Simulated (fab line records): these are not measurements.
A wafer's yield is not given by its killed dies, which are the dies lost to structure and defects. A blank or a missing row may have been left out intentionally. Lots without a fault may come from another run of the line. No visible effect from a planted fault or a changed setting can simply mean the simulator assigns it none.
Which tool is to blame?	flow nand harc	72 wafers from 24 lots sampled at 4 of the route's 1302 steps

## WHAT THE GAUGES SHOWED, per wafer
NHARC_P_BONDPAD_CD_MEAS_09: target cd 500 nm.
lot	measured	on	cd nm (nm)
L074	day 6 15:17	cd sem-03	498.4 500.5 497.7
L075	day 6 22:53	cd sem-01	497.2 498.7 501.0
L076	day 7 14:04	cd sem-03	499.9 500.6 499.9
L077	day 7 16:05	cd sem-01	499.2 500.3 500.9
L078	day 8 10:08	cd sem-03	499.9 502.4 499.5
L079	day 8 18:11	cd sem-01	500.7 500.7 502.2
L081	day 9 10:23	cd sem-02	500.2 499.4 496.8
L080	day 9 14:05	cd sem-03	499.3 498.0 498.3
L082	day 9 19:30	cd sem-01	499.4 500.2 499.7
L083	day 10 10:40	cd sem-03	495.0 497.3 497.5
L084	day 10 15:10	cd sem-02	500.6 501.0 499.9
L085	day 11 02:46	cd sem-02	498.4 499.5 499.6
L086	day 11 12:16	cd sem-01	498.6 501.2 499.9
L088	day 12 14:20	cd sem-01	498.8 500.2 497.3
L087	day 12 14:39	cd sem-02	500.0 499.2 502.2
L089	day 12 22:12	cd sem-03	500.1 500.2 498.4
L090	day 13 08:58	cd sem-02	501.0 500.0 498.3
L091	day 14 00:07	cd sem-01	499.5 500.8 496.0
L092	day 14 00:37	cd sem-02	499.6 500.8 500.9
L093	day 14 12:14	cd sem-01	497.5 499.3 498.6
L094	day 15 00:11	cd sem-01	501.7 501.2 502.3
L095	day 15 05:21	cd sem-03	496.9 496.7 498.8
L096	day 16 00:37	cd sem-02	499.6 502.6 499.7
L097	day 16 07:16	cd sem-01	499.0 498.0 498.6

## TOOL THAT RAN EACH LOT (tool first, then ch and the chambers of the sampled wafers, then the start)
lot	NHARC_P_M1_PRE_CLEAN_30	NHARC_P_M2_ETCH_28	NHARC_P_M2_CMP_23
L074	pvd sputter-03, day 6 13:06 or earlier	rie diel-10 ch 2,3, day 6 13:06 or earlier	cmp-04 ch 0,1,2, day 6 13:06
L075	pvd sputter-01, day 6 20:20 or earlier	rie diel-02 ch 0,1,2, day 6 20:20 or earlier	cmp-01 ch 0,2,3, day 6 20:20
L076	pvd sputter-03, day 7 11:49 or earlier	rie diel-10 ch 0,1,2, day 7 11:49 or earlier	cmp-01 ch 0,1,3, day 7 11:49
L077	pvd sputter-03, day 7 13:58 or earlier	rie diel-10 ch 1,2,3, day 7 13:58 or earlier	cmp-04 ch 0,1,3, day 7 13:58
L078	pvd sputter-02, day 8 07:53 or earlier	rie diel-10 ch 2,3, day 8 07:53 or earlier	cmp-04 ch 1,2,3, day 8 07:53
L079	pvd sputter-02, day 8 16:05 or earlier	rie diel-11 ch 0,3, day 8 16:05 or earlier	cmp-01 ch 0,2, day 8 16:05
L081	pvd sputter-02, day 9 08:07 or earlier	rie diel-02 ch 0,1,2, day 9 08:07 or earlier	cmp-04 ch 1,2, day 9 08:07
L080	pvd sputter-01, day 9 11:49 or earlier	rie diel-10 ch 2,3, day 9 11:49 or earlier	cmp-01 ch 0,3, day 9 11:49
L082	pvd sputter-02, day 9 17:21 or earlier	rie diel-02 ch 1,3, day 9 17:21 or earlier	cmp-03 ch 1,2,3, day 9 17:21
L083	pvd sputter-02, day 10 08:26 or earlier	rie diel-11 ch 1,2,3, day 10 08:26 or earlier	cmp-01 ch 0,2,3, day 10 08:26
L084	pvd sputter-01, day 10 12:54 or earlier	rie diel-10 ch 1,2, day 10 12:54 or earlier	cmp-01 ch 1,2, day 10 12:54
L085	pvd sputter-03, day 11 00:38 or earlier	rie diel-02 ch 0,2,3, day 11 00:38 or earlier	cmp-04 ch 0,2,3, day 11 00:38
L086	pvd sputter-02, day 11 10:04 or earlier	rie diel-11 ch 0,3, day 11 10:04 or earlier	cmp-04 ch 0,2,3, day 11 10:04
L088	pvd sputter-01, day 12 11:56 or earlier	rie diel-11 ch 0,3, day 12 11:56 or earlier	cmp-03 ch 0,3, day 12 11:56
L087	pvd sputter-03, day 12 12:24 or earlier	rie diel-10 ch 0,1,2, day 12 12:24 or earlier	cmp-01 ch 1,2,3, day 12 12:24
L089	pvd sputter-03, day 12 19:58 or earlier	rie diel-11 ch 2,3, day 12 19:58 or earlier	cmp-04 ch 0,3, day 12 19:58
L090	pvd sputter-03, day 13 06:42 or earlier	rie diel-11 ch 0,1,2, day 13 06:42 or earlier	cmp-04 ch 1,2,3, day 13 06:42
L091	pvd sputter-02, day 13 21:52 or earlier	rie diel-10 ch 1,3, day 13 21:52 or earlier	cmp-03 ch 0,2,3, day 13 21:52
L092	pvd sputter-03, day 13 22:32 or earlier	rie diel-10 ch 1,2,3, day 13 22:32 or earlier	cmp-04 ch 0,1,2, day 13 22:32
L093	pvd sputter-02, day 14 10:10 or earlier	rie diel-02 ch 0,2, day 14 10:10 or earlier	cmp-03 ch 0,2,3, day 14 10:10
L094	pvd sputter-03, day 14 16:33	rie diel-11 ch 0,1, day 14 21:58 or earlier	cmp-03 ch 1,2,3, day 14 21:58
L095	pvd sputter-01, day 15 03:05 or earlier	rie diel-10 ch 0,1,3, day 15 03:05 or earlier	cmp-01 ch 2,3, day 15 03:05
L096	pvd sputter-02, day 15 22:29 or earlier	rie diel-02 ch 0,3, day 15 22:29 or earlier	cmp-01 ch 0,1, day 15 22:29
L097	pvd sputter-01, day 16 05:03 or earlier	rie diel-10 ch 1,2,3, day 16 05:03 or earlier	cmp-04 ch 1,3, day 16 05:03
- NHARC_P_M1_PRE_CLEAN_30: time 30 s.
- NHARC_P_M2_ETCH_28: etches the open film in CF4/N2, target depth 30 nm, time 72.99 s.
- NHARC_P_M2_CMP_23: polishes, t overpolish 20 s, target thk 144.3 nm.

## WHAT THE TOOLS THEMSELVES READ (means of the sampled wafers that have a number; where no wafer has one, the mark that the record gives instead)
NHARC_P_M1_PRE_CLEAN_30.
lot	tool	heater power w (W)
L074	pvd sputter-03	440
L075	pvd sputter-01	410
L076	pvd sputter-03	396
L077	pvd sputter-03	416
L078	pvd sputter-02	418
L079	pvd sputter-02	418
L081	pvd sputter-02	418
L080	pvd sputter-01	406
L082	pvd sputter-02	392
L083	pvd sputter-02	402
L084	pvd sputter-01	407
L085	pvd sputter-03	387
L086	pvd sputter-02	413
L088	pvd sputter-01	391
L087	pvd sputter-03	412
L089	pvd sputter-03	420
L090	pvd sputter-03	410
L091	pvd sputter-02	385
L092	pvd sputter-03	393
L093	pvd sputter-02	415
L094	pvd sputter-03	401
L095	pvd sputter-01	430
L096	pvd sputter-02	400
L097	pvd sputter-01	414

NHARC_P_M2_ETCH_28.
lot	tool	drypump motor current A (A)	oes product au (a.u.)	rf vpp V (V)	showerhead plenum p Torr (Torr)	throttle valve pct (%)
L074	rie diel-10	5.2	0.992	313.5	2.59	19.787
L075	rie diel-02	5.5	0.999	313.6	2.55	19.804
L076	rie diel-10	5.4	1.008	314.9	2.64	19.803
L077	rie diel-10	5.3	1.004	312.7	2.58	19.790
L078	rie diel-10	5.1	1.000	311.9	2.53	19.782
L079	rie diel-11	5.7	0.993	314.5	2.61	19.792
L081	rie diel-02	5.5	1.008	312.9	2.55	19.790
L080	rie diel-10	5.2	0.996	313.1	2.59	19.799
L082	rie diel-02	6.0	0.986	314.9	2.64	19.799
L083	rie diel-11	5.8	0.996	314.2	2.64	19.795
L084	rie diel-10	5.4	0.990	313.5	2.63	19.787
L085	rie diel-02	5.7	0.996	311.6	2.50	19.796
L086	rie diel-11	5.8	0.998	313.6	2.60	19.798
L088	rie diel-11	5.8	0.987	314.0	2.60	19.794
L087	rie diel-10	5.4	1.004	314.4	2.64	19.800
L089	rie diel-11	6.0	1.004	315.0	2.66	19.796
L090	rie diel-11	5.7	0.997	313.9	2.63	19.800
L091	rie diel-10	5.3	1.001	313.4	2.57	19.798
L092	rie diel-10	5.3	1.002	313.1	2.58	19.793
L093	rie diel-02	5.2	1.010	311.9	2.48	19.796
L094	rie diel-11	5.5	0.997	314.2	2.60	19.795
L095	rie diel-10	5.2	0.997	313.1	2.58	19.799
L096	rie diel-02	5.9	0.997	312.3	2.50	19.796
L097	rie diel-10	5.3	0.994	313.9	2.58	19.794

NHARC_P_M2_CMP_23.
lot	tool	edge zone pressure frac	motor current A (A)	slurry flow ml min	time to endpoint s (s)
L074	cmp-04	1.000	11.6	150.1	31.1
L075	cmp-01	1.003	12.3	150.0	29.0
L076	cmp-01	1.004	12.0	150.0	30.4
L077	cmp-04	1.001	11.0	149.7	24.8
L078	cmp-04	0.997	11.8	150.4	27.6
L079	cmp-01	1.001	13.1	150.1	31.1
L081	cmp-04	1.003	11.4	150.0	25.8
L080	cmp-01	1.004	12.0	150.0	27.1
L082	cmp-03	1.003	12.6	149.5	32.0
L083	cmp-01	0.997	12.3	149.8	30.2
L084	cmp-01	1.005	11.5	149.7	25.3
L085	cmp-04	1.003	11.6	149.7	28.9
L086	cmp-04	1.000	11.3	150.0	30.0
L088	cmp-03	1.002	12.1	150.2	30.1
L087	cmp-01	1.001	11.0	150.5	27.8
L089	cmp-04	0.997	11.6	150.2	27.8
L090	cmp-04	0.999	11.8	150.7	28.3
L091	cmp-03	0.996	12.3	150.0	29.4
L092	cmp-04	1.002	11.3	149.8	24.9
L093	cmp-03	0.999	11.8	150.1	28.3
L094	cmp-03	1.001	12.5	150.0	31.9
L095	cmp-01	0.999	11.0	150.6	28.7
L096	cmp-01	0.997	12.0	149.8	27.2
L097	cmp-04	0.998	11.8	150.1	27.8

## THE ANSWER, worked out from the rows above alone
Rule: the usual values come from the lots themselves. Put in order of their means at a reading, lots are off if they are a third of the lots or fewer, leave a main group of 4 or more, and stand apart from it by a gap of 3 or more times the standard deviation of the main group's means; of several such gaps the widest counts. The tables above print the reading to a certain number of digits; a main group whose means all agree to those digits is not used. A lot without any number at a reading at which 4 lots or more have one is off too. All remaining lots with rows at the step are treated as sound. Order of review: gauges by route order, followed by the tools' own readings, for which a lot's mean as printed above is used. The first step at which some lot is off is used, and at that step the reading that is off furthest; a lot without a number counts as furthest.
None of the lots is off at any reading shown; this tells nothing.

## WHAT THE SIMULATOR PUT IN
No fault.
